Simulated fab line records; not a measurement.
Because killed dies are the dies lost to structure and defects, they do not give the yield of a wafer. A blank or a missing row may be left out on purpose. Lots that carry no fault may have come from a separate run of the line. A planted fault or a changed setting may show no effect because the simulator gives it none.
Which tool was responsible? | flow n5 finfet | Sampling: 23 lots, 69 wafers, 6 of 1938 route steps

== WHAT THE GAUGES SHOWED, per wafer ==
N5_FIN_SAQP_CD_MEAS_37: target cd 8 nm.
lot  | measured    | on        | cd nm (nm)
L074 | day 2 03:37 | cd sem-03 | 7.82 8.02 7.98
L075 | day 2 09:16 | cd sem-02 | 8.04 8.55 8.29
L076 | day 2 15:22 | cd sem-01 | 8.04 8.29 8.26
L077 | day 2 21:37 | cd sem-03 | 8.04 8.47 8.04
L078 | day 3 04:20 | cd sem-02 | 8.20 8.01 8.19
L079 | day 3 09:43 | cd sem-03 | 8.28 8.34 8.47
L080 | day 3 14:07 | cd sem-01 | 7.95 8.27 7.99
L081 | day 3 20:37 | cd sem-01 | 7.92 8.16 7.84
L082 | day 4 01:29 | cd sem-01 | 8.49 7.90 8.17
L083 | day 4 10:18 | cd sem-02 | 7.73 8.32 7.80
L084 | day 4 13:29 | cd sem-03 | 8.55 8.11 8.27
L085 | day 5 09:36 | cd sem-02 | 8.00 8.10 7.93
L086 | day 5 12:23 | cd sem-01 | 8.22 8.50 8.35
L087 | day 5 12:41 | cd sem-02 | 8.50 8.11 8.23
L088 | day 5 17:55 | cd sem-01 | 8.75 8.64 8.10
L089 | day 5 23:32 | cd sem-01 | 8.11 8.56 8.23
L090 | day 6 03:37 | cd sem-01 | 8.71 7.86 8.62
L091 | day 6 08:33 | cd sem-02 | 7.93 8.56 8.23
L092 | day 6 15:49 | cd sem-01 | 7.93 8.72 8.32
L093 | day 6 21:23 | cd sem-01 | 8.40 8.38 8.04
L094 | day 7 01:45 | cd sem-02 | 8.41 7.88 8.36
L095 | day 7 08:37 | cd sem-01 | 7.58 7.71 8.33
L096 | day 7 13:32 | cd sem-02 | 7.90 7.98 7.84

== WHAT TOOL EACH LOT RAN ON (gives the tool, then ch and the chambers of the sampled wafers, and finally the start) ==
lot  | N5_ZERO_LAYER_STRIP_24              | N5_PMOS_HMC_CHANNEL_EPI_STRIP_33  | N5_FIN_SAQP_HM_DEP_03          | N5_FIN_SAQP_DESCUM_21             | N5_FIN_SAQP_ETCH_52
L074 | plasma asher-01 ch 0,1, day 1 13:04 | rie diel-01 ch 1,2,3, day 1 17:44 | pecvd-02 ch 1,2, day 1 20:58   | rie diel-04 ch 0,2,3, day 1 22:05 | rie diel-04 ch 0,2,3, day 1 22:11
L075 | plasma asher-01 ch 0,1, day 1 19:02 | rie diel-06 ch 0,1,2, day 1 23:28 | pecvd-02 ch 0,2, day 2 02:47   | rie diel-03 ch 0,2, day 2 03:32   | rie diel-03 ch 0,2, day 2 03:38
L076 | plasma asher-01 ch 0,1, day 2 01:07 | rie diel-01 ch 0,1,3, day 2 05:47 | pecvd-01 ch 0,1,2, day 2 09:05 | rie diel-05 ch 0,3, day 2 10:14   | rie diel-05 ch 0,3, day 2 10:20
L077 | plasma asher-01 ch 0,1, day 2 07:55 | rie diel-02 ch 1,2,3, day 2 12:34 | pecvd-01 ch 0,1,2, day 2 16:30 | rie diel-03 ch 0,1,3, day 2 17:28 | rie diel-03 ch 0,1,3, day 2 17:34
L078 | plasma asher-02 ch 0,1, day 2 13:05 | rie diel-01 ch 2,3, day 2 18:08   | pecvd-02 ch 0,2, day 2 22:42   | rie diel-04 ch 0,2,3, day 2 23:28 | rie diel-04 ch 0,2,3, day 2 23:33
L079 | plasma asher-02 ch 1, day 2 18:53   | rie diel-02 ch 1,2, day 2 23:23   | pecvd-04 ch 0,1, day 3 04:06   | rie diel-05 ch 0,1,2, day 3 05:11 | rie diel-05 ch 0,1,2, day 3 05:17
L080 | plasma asher-01 ch 0,1, day 3 00:53 | rie diel-01 ch 1,2,3, day 3 05:40 | pecvd-04 ch 0,1,2, day 3 09:12 | rie diel-03 ch 1,2,3, day 3 10:05 | rie diel-03 ch 1,2,3, day 3 10:10
L081 | plasma asher-01 ch 0,1, day 3 06:54 | rie diel-06 ch 1,2, day 3 11:54   | pecvd-04 ch 0,2, day 3 15:29   | rie diel-04 ch 0,1,2, day 3 16:25 | rie diel-04 ch 0,1,2, day 3 16:31
L082 | plasma asher-02 ch 0,1, day 3 13:05 | rie diel-01 ch 0,1,2, day 3 17:34 | pecvd-02 ch 0,1, day 3 20:43   | rie diel-05 ch 0,2,3, day 3 21:28 | rie diel-05 ch 0,2,3, day 3 21:33
L083 | plasma asher-02 ch 0,1, day 3 19:23 | rie diel-01 ch 0,1,3, day 3 23:43 | pecvd-02 ch 0,2, day 4 02:52   | rie diel-03 ch 0,2,3, day 4 03:37 | rie diel-03 ch 0,2,3, day 4 03:43
L084 | plasma asher-01 ch 1, day 4 01:02   | rie diel-06 ch 0,2,3, day 4 05:19 | pecvd-01 ch 1,2, day 4 08:40   | rie diel-04 ch 0,1, day 4 09:26   | rie diel-04 ch 0,1, day 4 09:32
L085 | plasma asher-02 ch 0,1, day 4 06:56 | rie diel-06 ch 1,2,3, day 4 11:29 | pecvd-02 ch 1,2, day 4 16:53   | rie diel-04 ch 1,3, day 4 17:38   | rie diel-04 ch 1,3, day 4 17:44
L086 | plasma asher-01 ch 1, day 4 12:53   | rie diel-06 ch 0,1, day 4 17:32   | pecvd-01 ch 0,1,2, day 5 02:39 | rie diel-04 ch 1,3, day 5 03:31   | rie diel-04 ch 1,3, day 5 03:37
L087 | plasma asher-01 ch 0,1, day 4 18:55 | rie diel-06 ch 2,3, day 4 23:32   | pecvd-02 ch 0,2, day 5 06:05   | rie diel-05 ch 0,1, day 5 06:51   | rie diel-05 ch 0,1, day 5 06:56
L088 | plasma asher-01 ch 0,1, day 5 01:22 | rie diel-06 ch 2,3, day 5 05:46   | pecvd-04 ch 0,2, day 5 10:34   | rie diel-03 ch 0,1, day 5 11:19   | rie diel-03 ch 0,1, day 5 11:24
L089 | plasma asher-01 ch 0,1, day 5 06:55 | rie diel-02 ch 1,3, day 5 12:20   | pecvd-04 ch 0,1, day 5 17:11   | rie diel-03 ch 0,1,2, day 5 18:04 | rie diel-03 ch 0,1,2, day 5 18:10
L090 | plasma asher-01 ch 0, day 5 12:53   | rie diel-01 ch 0,1, day 5 18:02   | pecvd-01 ch 0,1, day 5 22:28   | rie diel-03 ch 0,1,2, day 5 23:31 | rie diel-03 ch 0,1,2, day 5 23:36
L091 | plasma asher-02 ch 0,1, day 5 19:26 | rie diel-02 ch 2,3, day 5 23:56   | pecvd-02 ch 0,1, day 6 03:16   | rie diel-04 ch 0,1, day 6 04:01   | rie diel-04 ch 0,1, day 6 04:06
L092 | plasma asher-01 ch 0, day 6 00:59   | rie diel-02 ch 0,1,2, day 6 05:44 | pecvd-01 ch 0,1, day 6 08:53   | rie diel-04 ch 0,2,3, day 6 09:45 | rie diel-04 ch 0,2,3, day 6 09:50
L093 | plasma asher-02 ch 0,1, day 6 07:01 | rie diel-06 ch 0,1,3, day 6 12:03 | pecvd-02 ch 0,1,2, day 6 16:24 | rie diel-04 ch 0,2,3, day 6 17:09 | rie diel-04 ch 0,2,3, day 6 17:14
L094 | plasma asher-02 ch 0,1, day 6 12:53 | rie diel-01 ch 1,2,3, day 6 17:16 | pecvd-01 ch 0,1,2, day 6 20:25 | rie diel-03 ch 0,2,3, day 6 21:22 | rie diel-03 ch 0,2,3, day 6 21:28
L095 | plasma asher-01 ch 0,1, day 6 19:14 | rie diel-01 ch 0,1,2, day 6 23:35 | pecvd-04 ch 0,1, day 7 02:47   | rie diel-04 ch 0,2,3, day 7 03:46 | rie diel-04 ch 0,2,3, day 7 03:51
L096 | plasma asher-02 ch 0,1, day 7 00:55 | rie diel-06 ch 0,3, day 7 05:26   | pecvd-04 ch 0,1, day 7 08:37   | rie diel-04 ch 0,1,2, day 7 09:31 | rie diel-04 ch 0,1,2, day 7 09:38
- N5_ZERO_LAYER_STRIP_24: strips in O2.
- N5_PMOS_HMC_CHANNEL_EPI_STRIP_33: strips in N2/H2.
- N5_FIN_SAQP_HM_DEP_03: deposits SiNx from SiH4/NH3/N2, target thk 38 nm, time 33.6 s.
- N5_FIN_SAQP_DESCUM_21: chemistry O2, time 7.9 s.
- N5_FIN_SAQP_ETCH_52: etches SOC in N2/H2, target depth 100 nm, overetch 20 nm, time 150 s.

== AS READ BY THE TOOLS THEMSELVES (means over the sampled wafers that have a number; for cases with no such wafer, the mark the record gives instead) ==
N5_ZERO_LAYER_STRIP_24.
lot  | tool            | drypump motor current A (A) | heater power w (W) | oes product au (a.u.) | strip time to endpoint s (s)
L074 | plasma asher-01 | 5.7                         | 306                | 0.646                 | 43.97
L075 | plasma asher-01 | 5.7                         | 311                | 0.650                 | 43.96
L076 | plasma asher-01 | 5.7                         | 315                | 0.650                 | 44.08
L077 | plasma asher-01 | 5.7                         | 310                | 0.647                 | 43.84
L078 | plasma asher-02 | 6.2                         | 349                | 0.645                 | 43.92
L079 | plasma asher-02 | 5.7                         | 364                | 0.647                 | 43.72
L080 | plasma asher-01 | 5.7                         | 309                | 0.645                 | 43.81
L081 | plasma asher-01 | 6.0                         | 312                | 0.650                 | 43.78
L082 | plasma asher-02 | 6.2                         | 349                | 0.648                 | 43.95
L083 | plasma asher-02 | 6.2                         | 347                | 0.647                 | 43.86
L084 | plasma asher-01 | 5.4                         | 304                | 0.643                 | 43.83
L085 | plasma asher-02 | 5.9                         | 354                | 0.647                 | 43.76
L086 | plasma asher-01 | 5.3                         | 309                | 0.646                 | 43.78
L087 | plasma asher-01 | 5.7                         | 307                | 0.649                 | 43.96
L088 | plasma asher-01 | 6.0                         | 314                | 0.646                 | 43.81
L089 | plasma asher-01 | 5.6                         | 307                | 0.647                 | 43.86
L090 | plasma asher-01 | 6.3                         | 315                | 0.648                 | 43.77
L091 | plasma asher-02 | 6.2                         | 353                | 0.645                 | 43.81
L092 | plasma asher-01 | 6.2                         | 313                | 0.642                 | 43.87
L093 | plasma asher-02 | 6.0                         | 355                | 0.646                 | 43.94
L094 | plasma asher-02 | 6.0                         | 360                | 0.646                 | 43.94
L095 | plasma asher-01 | 5.7                         | 311                | 0.647                 | 43.88
L096 | plasma asher-02 | 6.0                         | 357                | 0.643                 | 43.72

N5_PMOS_HMC_CHANNEL_EPI_STRIP_33.
lot  | tool        | drypump motor current A (A) | oes product au (a.u.) | rf vpp V (V) | showerhead plenum p Torr (Torr) | throttle valve pct (%)
L074 | rie diel-01 | 5.5                         | 0.76                  | 55.5         | 3.40                            | 19.1
L075 | rie diel-06 | 5.4                         | 0.82                  | 52.1         | 3.48                            | 19.1
L076 | rie diel-01 | 5.3                         | 0.73                  | 54.4         | 3.42                            | 19.0
L077 | rie diel-02 | 5.8                         | 0.74                  | 55.9         | 3.37                            | 18.8
L078 | rie diel-01 | 5.4                         | 0.72                  | 54.8         | 3.34                            | 19.1
L079 | rie diel-02 | 5.8                         | 0.74                  | 55.1         | 3.37                            | 18.5
L080 | rie diel-01 | 5.6                         | 0.75                  | 53.6         | 3.39                            | 19.1
L081 | rie diel-06 | 5.7                         | 0.81                  | 53.2         | 3.47                            | 19.2
L082 | rie diel-01 | 5.6                         | 0.83                  | 54.4         | 3.42                            | 19.1
L083 | rie diel-01 | 5.3                         | 0.80                  | 55.1         | 3.42                            | 18.9
L084 | rie diel-06 | 5.1                         | 0.80                  | 53.0         | 3.37                            | 18.9
L085 | rie diel-06 | 5.3                         | 0.77                  | 55.0         | 3.36                            | 19.0
L086 | rie diel-06 | 5.8                         | 0.74                  | 55.9         | 3.49                            | 19.3
L087 | rie diel-06 | 4.9                         | 0.77                  | 54.5         | 3.26                            | 18.9
L088 | rie diel-06 | 5.0                         | 0.83                  | 54.5         | 3.33                            | 18.8
L089 | rie diel-02 | 5.9                         | 0.72                  | 54.1         | 3.33                            | 18.9
L090 | rie diel-01 | 5.4                         | 0.82                  | 53.2         | 3.46                            | 18.9
L091 | rie diel-02 | 5.7                         | 0.72                  | 52.6         | 3.38                            | 18.8
L092 | rie diel-02 | 5.8                         | 0.78                  | 54.3         | 3.37                            | 18.4
L093 | rie diel-06 | 5.4                         | 0.72                  | 55.8         | 3.39                            | 19.2
L094 | rie diel-01 | 5.6                         | 0.73                  | 52.8         | 3.38                            | 19.2
L095 | rie diel-01 | 5.6                         | 0.79                  | 55.3         | 3.41                            | 19.1
L096 | rie diel-06 | 5.0                         | 0.72                  | 54.4         | 3.28                            | 19.1

N5_FIN_SAQP_HM_DEP_03.
lot  | tool     | heater power w (W) | showerhead plenum p Torr (Torr) | throttle valve pct (%)
L074 | pecvd-02 | 761                | 5.09                            | 39.5
L075 | pecvd-02 | 912                | 5.14                            | 41.2
L076 | pecvd-01 | 788                | 5.18                            | 40.9
L077 | pecvd-01 | 760                | 5.19                            | 40.8
L078 | pecvd-02 | 942                | 5.13                            | 41.2
L079 | pecvd-04 | 733                | 5.13                            | 41.3
L080 | pecvd-04 | 837                | 5.19                            | 41.8
L081 | pecvd-04 | 857                | 5.25                            | 42.6
L082 | pecvd-02 | 815                | 5.16                            | 42.3
L083 | pecvd-02 | 920                | 5.14                            | 41.1
L084 | pecvd-01 | 742                | 5.20                            | 41.5
L085 | pecvd-02 | 801                | 5.12                            | 40.8
L086 | pecvd-01 | 796                | 5.19                            | 41.0
L087 | pecvd-02 | 882                | 5.09                            | 40.1
L088 | pecvd-04 | 747                | 5.18                            | 42.2
L089 | pecvd-04 | 817                | 5.13                            | 41.1
L090 | pecvd-01 | 784                | 5.19                            | 43.0
L091 | pecvd-02 | 764                | 5.16                            | 42.3
L092 | pecvd-01 | 792                | 5.19                            | 43.0
L093 | pecvd-02 | 856                | 5.13                            | 41.3
L094 | pecvd-01 | 740                | 5.19                            | 41.1
L095 | pecvd-04 | 847                | 5.12                            | 41.5
L096 | pecvd-04 | 782                | 5.13                            | 41.8

N5_FIN_SAQP_DESCUM_21.
lot  | tool        | drypump motor current A (A) | oes product au (a.u.) | rf vpp V (V) | showerhead plenum p Torr (Torr) | throttle valve pct (%)
L074 | rie diel-04 | 5.5                         | 0.79                  | 243.6        | 2.15                            | 20.67
L075 | rie diel-03 | 5.5                         | 0.73                  | 244.1        | 2.14                            | 20.60
L076 | rie diel-05 | 5.9                         | 0.76                  | 242.7        | 2.05                            | 20.59
L077 | rie diel-03 | 5.9                         | 0.76                  | 244.0        | 2.13                            | 20.59
L078 | rie diel-04 | 5.5                         | 0.78                  | 243.2        | 2.14                            | 20.69
L079 | rie diel-05 | 5.5                         | 0.74                  | 241.9        | 2.11                            | 20.65
L080 | rie diel-03 | 5.7                         | 0.76                  | 244.4        | 2.16                            | 20.64
L081 | rie diel-04 | 5.2                         | 0.86                  | 242.3        | 2.09                            | 20.62
L082 | rie diel-05 | 5.7                         | 0.76                  | 243.2        | 2.09                            | 20.67
L083 | rie diel-03 | 5.5                         | 0.69                  | 243.7        | 2.13                            | 20.65
L084 | rie diel-04 | 5.1                         | 0.92                  | 242.1        | 2.07                            | 20.38
L085 | rie diel-04 | 6.0                         | 0.78                  | 244.1        | 2.13                            | 20.49
L086 | rie diel-04 | 5.9                         | 0.78                  | 244.3        | 2.13                            | 20.52
L087 | rie diel-05 | 5.8                         | 0.72                  | 241.5        | 2.06                            | 20.63
L088 | rie diel-03 | 6.2                         | 0.81                  | 244.1        | 2.12                            | 20.56
L089 | rie diel-03 | 5.8                         | 0.74                  | 242.8        | 2.13                            | 20.60
L090 | rie diel-03 | 5.8                         | 0.74                  | 243.7        | 2.12                            | 20.61
L091 | rie diel-04 | 5.1                         | 0.88                  | 243.1        | 2.06                            | 20.39
L092 | rie diel-04 | 5.5                         | 0.84                  | 243.5        | 2.13                            | 20.61
L093 | rie diel-04 | 5.5                         | 0.83                  | 243.9        | 2.13                            | 20.62
L094 | rie diel-03 | 5.6                         | 0.77                  | 243.2        | 2.12                            | 20.55
L095 | rie diel-04 | 5.5                         | 0.82                  | 243.0        | 2.13                            | 20.62
L096 | rie diel-04 | 5.2                         | 0.88                  | 243.2        | 2.08                            | 20.55

N5_FIN_SAQP_ETCH_52.
lot  | tool        | drypump motor current A (A) | oes product au (a.u.) | rf vpp V (V) | showerhead plenum p Torr (Torr) | throttle valve pct (%)
L074 | rie diel-04 | 5.5                         | 0.71                  | 525.1        | 2.58                            | 17.88
L075 | rie diel-03 | 5.5                         | 0.65                  | 525.7        | 2.60                            | 17.91
L076 | rie diel-05 | 5.9                         | 0.67                  | 522.0        | 2.48                            | 17.85
L077 | rie diel-03 | 5.9                         | 0.69                  | 524.8        | 2.58                            | 17.97
L078 | rie diel-04 | 5.5                         | 0.70                  | 525.2        | 2.57                            | 17.88
L079 | rie diel-05 | 5.5                         | 0.67                  | 523.6        | 2.56                            | 18.04
L080 | rie diel-03 | 5.7                         | 0.69                  | 525.3        | 2.61                            | 18.01
L081 | rie diel-04 | 5.2                         | 0.76                  | 524.2        | 2.54                            | 17.93
L082 | rie diel-05 | 5.7                         | 0.69                  | 523.7        | 2.52                            | 17.92
L083 | rie diel-03 | 5.5                         | 0.63                  | 524.6        | 2.59                            | 18.06
L084 | rie diel-04 | 5.1                         | 0.82                  | 523.1        | 2.54                            | 17.85
L085 | rie diel-04 | 6.0                         | 0.71                  | 524.9        | 2.60                            | 18.05
L086 | rie diel-04 | 6.0                         | 0.71                  | 525.3        | 2.60                            | 18.05
L087 | rie diel-05 | 5.8                         | 0.64                  | 522.7        | 2.51                            | 18.01
L088 | rie diel-03 | 6.1                         | 0.73                  | 524.4        | 2.57                            | 17.83
L089 | rie diel-03 | 5.8                         | 0.67                  | 524.9        | 2.57                            | 17.90
L090 | rie diel-03 | 5.8                         | 0.67                  | 524.4        | 2.57                            | 17.89
L091 | rie diel-04 | 5.1                         | 0.79                  | 523.7        | 2.53                            | 17.87
L092 | rie diel-04 | 5.5                         | 0.75                  | 525.0        | 2.56                            | 17.80
L093 | rie diel-04 | 5.5                         | 0.74                  | 524.6        | 2.56                            | 17.80
L094 | rie diel-03 | 5.5                         | 0.69                  | 524.9        | 2.58                            | 17.95
L095 | rie diel-04 | 5.5                         | 0.74                  | 525.2        | 2.56                            | 17.80
L096 | rie diel-04 | 5.2                         | 0.78                  | 523.6        | 2.52                            | 17.84

== THE ANSWER, worked out from the rows above alone ==
Rule: usual is defined by the lots themselves. Put in order of their means at a reading, lots are off if they are a third of the lots or fewer, leave a main group of 4 or more, and stand apart from it by a gap of 3 or more times the standard deviation of the main group's means; of several such gaps the widest counts. The tables above print the reading to a certain number of digits; a main group whose means all agree to those digits is not used. A lot without any number at a reading at which 4 lots or more have one is off too. Where the step has rows for the other lots, those lots are counted as sound. First the gauges in route order, then the tools' own readings, where a lot's mean is used as printed above. The first step at which some lot is off is used, and at that step the reading that is off furthest; a lot without a number counts as furthest.
Nothing can be told from this: no lot is off at any reading shown.

== WHAT HAD BEEN PUT IN BY THE SIMULATOR ==
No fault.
